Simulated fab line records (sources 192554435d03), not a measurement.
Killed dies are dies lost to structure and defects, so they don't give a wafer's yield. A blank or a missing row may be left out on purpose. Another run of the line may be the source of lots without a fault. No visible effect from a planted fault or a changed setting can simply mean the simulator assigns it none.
Matching of chambers    flow n5Finfet    N5_FIN_CUT_STRIP_22 on rieDiel-02 has 4 sister chambers
The step strips in N2/H2. 20 wafers are shown with their chamber, then 10 later ones without.

EACH WAFER AND ITS CHAMBER
wafer   chamber  showerheadPlenumPTorr (Torr)  throttleValvePct (%)  drypumpMotorCurrentA (A)
L075.2  3        3.29                          18.97                 5.8
L075.3  0        3.31                          19.03                 5.6
L075.6  0        3.31                          19.01                 5.6
L076.1  0        3.31                          19.03                 5.7
L076.2  3        3.29                          18.99                 5.8
L076.4  1        3.44                          19.34                 6.4
L077.2  2        3.50                          18.70                 6.0
L077.5  3        3.29                          18.96                 5.8
L077.6  0        3.31                          19.05                 5.7
L079.1  0        3.31                          19.03                 5.6
L079.3  3        3.29                          18.98                 5.8
L079.5  0        3.31                          19.00                 5.6
L081.2  1        3.43                          19.37                 6.3
L081.5  1        3.43                          19.35                 6.3
L081.6  2        3.50                          18.73                 6.1
L083.3  3        3.28                          19.01                 5.8
L083.4  0        3.30                          19.01                 5.7
L083.5  1        3.43                          19.33                 6.3
L086.2  3        3.28                          19.03                 5.8
L086.3  0        3.30                          19.05                 5.7

SIGNATURES (averages over the wafers above)
reading                chamber 0  chamber 1  chamber 2  chamber 3  scatter within a chamber
showerheadPlenumPTorr  3.3075     3.4325     3.5000     3.2867     0.00473
throttleValvePct       19.0263    19.3475    18.7150    18.9900    0.0211
drypumpMotorCurrentA   5.650      6.325      6.050      5.800      0.0451
Rule: a wafer lies at a distance from a chamber equal to the root of the sum of squares, over the readings, of (its reading less the chamber's mean, divided by the reading's scatter). The wafer belongs to the nearest chamber; if the next one is less than 2 further off, it can't be placed. The scatter: the root of (the sum of the squares of (reading less its chamber's mean) over the shown wafers, divided by (wafers less chambers)).

WAFERS WHOSE CHAMBER IS MISSING
wafer   showerheadPlenumPTorr (Torr)  throttleValvePct (%)  drypumpMotorCurrentA (A)
L086.4  3.30                          19.00                 5.6
L091.1  3.48                          18.81                 6.0
L091.3  3.30                          18.62                 5.6
L091.6  3.43                          18.97                 6.4
L093.3  3.43                          18.96                 6.3
L093.4  3.48                          18.73                 6.1
L093.5  3.48                          18.79                 6.0
L097.1  3.29                          18.64                 5.6
L097.2  3.48                          18.79                 6.0
L097.5  3.42                          18.99                 6.3

EACH ONE'S CHAMBER
wafer   from the rows above      in truth
L086.4  0                        0
L091.1  2                        2
L091.3  can't be placed: 3 or 0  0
L091.6  1                        1
L093.3  can't be placed: 1 or 2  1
L093.4  2                        2
L093.5  2                        2
L097.1  can't be placed: 3 or 0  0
L097.2  2                        2
L097.5  1                        1
Placed correctly: 7 of 10. Cannot be placed on the basis of these rows: 3; the candidates contain the true chamber in 3. Placed wrongly: 0.
